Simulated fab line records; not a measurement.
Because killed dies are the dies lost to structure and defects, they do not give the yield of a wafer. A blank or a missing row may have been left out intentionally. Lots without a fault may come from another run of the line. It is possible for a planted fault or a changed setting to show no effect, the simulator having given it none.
Matching of chambers + flow nand harc + rie diel-09 running NHARC_P_M1_STRIP_18: 4 sister chambers
The step strips in N2/H2. 14 wafers are shown with their chamber, then 7 later ones without.

WAFERS, EACH WITH ITS CHAMBER
| wafer  | chamber | showerhead plenum p Torr (Torr) | drypump motor current A (A) | oes product au (a.u.) |
|--------|---------|---------------------------------|-----------------------------|-----------------------|
| L078.4 | 1       | 2.16                            | 5.7                         | 0.994                 |
| L078.5 | 3       | 1.97                            | 6.1                         | 0.999                 |
| L078.6 | 0       | 1.91                            | 5.9                         | 0.999                 |
| L079.3 | 2       | 1.99                            | 6.0                         | 0.988                 |
| L079.4 | 0       | 1.91                            | 6.0                         | 0.993                 |
| L079.6 | 2       | 1.99                            | 6.0                         | 0.988                 |
| L083.2 | 1       | 2.16                            | 5.7                         | 0.993                 |
| L083.3 | 0       | 1.91                            | 5.9                         | 0.995                 |
| L083.5 | 0       | 1.91                            | 5.9                         | 1.004                 |
| L088.3 | 0       | 1.91                            | 6.0                         | 0.984                 |
| L088.5 | 0       | 1.91                            | 6.0                         | 0.990                 |
| L088.6 | 1       | 2.16                            | 5.7                         | 1.003                 |
| L092.1 | 2       | 1.98                            | 6.0                         | 0.983                 |
| L092.3 | 0       | 1.91                            | 6.0                         | 0.996                 |

SIGNATURES, as means of the wafers listed above
| reading                  | chamber 0 | chamber 1 | chamber 2 | chamber 3 | scatter within a chamber |
|--------------------------|-----------|-----------|-----------|-----------|--------------------------|
| showerhead plenum p Torr | 1.9100    | 2.1600    | 1.9867    | 1.9700    | 0.00258                  |
| drypump motor current A  | 5.957     | 5.700     | 6.000     | 6.100     | 0.0414                   |
| oes product au           | 0.99443   | 0.99667   | 0.98633   | 0.99900   | 0.00568                  |
Rule: a wafer's distance from a chamber is the root of the sum, over the readings, of the square of ((its reading less the chamber's mean) divided by the reading's scatter). The wafer belongs to the nearest chamber; if the next one is less than 2 further off, it can't be placed. The scatter: the root of (the sum of the squares of (reading less its chamber's mean) over the shown wafers, divided by (wafers less chambers)).

WAFERS WITHOUT THEIR CHAMBER
| wafer  | showerhead plenum p Torr (Torr) | drypump motor current A (A) | oes product au (a.u.) |
|--------|---------------------------------|-----------------------------|-----------------------|
| L092.5 | 2.15                            | 5.7                         | 1.000                 |
| L093.3 | 1.91                            | 6.0                         | 1.013                 |
| L093.5 | 1.91                            | 6.0                         | 1.008                 |
| L093.6 | 2.15                            | 5.7                         | 1.011                 |
| L094.1 | 1.98                            | 6.1                         | 0.991                 |
| L094.4 | 1.91                            | 6.0                         | 1.015                 |
| L094.5 | 1.91                            | 6.0                         | 1.011                 |

WHICH CHAMBER EACH ONE RAN IN
| wafer  | from the rows above     | in truth |
|--------|-------------------------|----------|
| L092.5 | 1                       | 1        |
| L093.3 | 0                       | 0        |
| L093.5 | 0                       | 0        |
| L093.6 | 1                       | 1        |
| L094.1 | can't be placed: 2 or 3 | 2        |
| L094.4 | 0                       | 0        |
| L094.5 | 0                       | 0        |
Placed correctly: 6 of 7. Not placeable from these rows: 1 (in 1, the candidates include the true chamber). Number placed wrongly: 0.
